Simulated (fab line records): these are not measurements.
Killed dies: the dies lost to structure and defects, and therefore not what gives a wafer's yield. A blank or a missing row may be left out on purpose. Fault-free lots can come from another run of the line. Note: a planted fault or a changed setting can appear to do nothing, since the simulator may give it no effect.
Chamber matching -- flow n5-finfet -- N5_BEOL_M9_CMP_52 on cmp-03: 4 sister chambers
The step polishes, stops on SiCOH lowk, t overpolish 7 s, target thk 140 nm. 8 wafers are shown with their chamber, then 12 later ones without.

## WAFERS, EACH WITH ITS CHAMBER
wafer,chamber,motor-current-A (A),time-to-endpoint-s (s)
L085.2,1,6.6,68
L087.6,0,5.8,64
L089.1,3,5.1,65
L089.4,2,6.2,61
L089.6,0,6.0,62
L091.2,3,5.1,64
L091.5,1,6.0,70
L091.6,2,6.1,62

## WAFERS MISSING THEIR CHAMBER
wafer,motor-current-A (A),time-to-endpoint-s (s)
L092.3,6.6,65
L092.5,6.1,63
L092.6,5.2,64
L093.2,5.8,62
L093.3,5.9,63
L093.4,6.4,66
L096.1,6.3,66
L096.2,4.9,64
L096.5,6.3,64
L097.3,6.7,70
L097.4,5.9,62
L097.5,6.2,69

## EACH ONE'S CHAMBER
wafer,from the rows above,in truth
L092.3,can't be placed: 0 or 2 or 1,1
L092.5,can't be placed: 0 or 2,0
L092.6,3,3
L093.2,can't be placed: 0 or 2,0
L093.3,can't be placed: 0 or 2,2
L093.4,can't be placed: 1 or 0 or 2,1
L096.1,can't be placed: 1 or 0 or 2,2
L096.2,3,3
L096.5,can't be placed: 0 or 2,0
L097.3,1,1
L097.4,can't be placed: 0 or 2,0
L097.5,1,1
4 of 12 placed correctly. Cannot be placed on the basis of these rows: 8; the candidates contain the true chamber in 8. Number placed wrongly: 0.
How it was worked out, from the rows above alone: a wafer's distance from a chamber is the root of the sum, over the readings, of the square of ((its reading less the chamber's mean) divided by the reading's scatter). The wafer belongs to the nearest chamber; if the next one is less than 2 further off, it can't be placed. The mean given for a chamber averages the wafers shown for that chamber. The scatter is the square root of a quotient: the sum, over the shown wafers, of each reading's squared deviation from its chamber's mean, divided by wafers minus chambers.
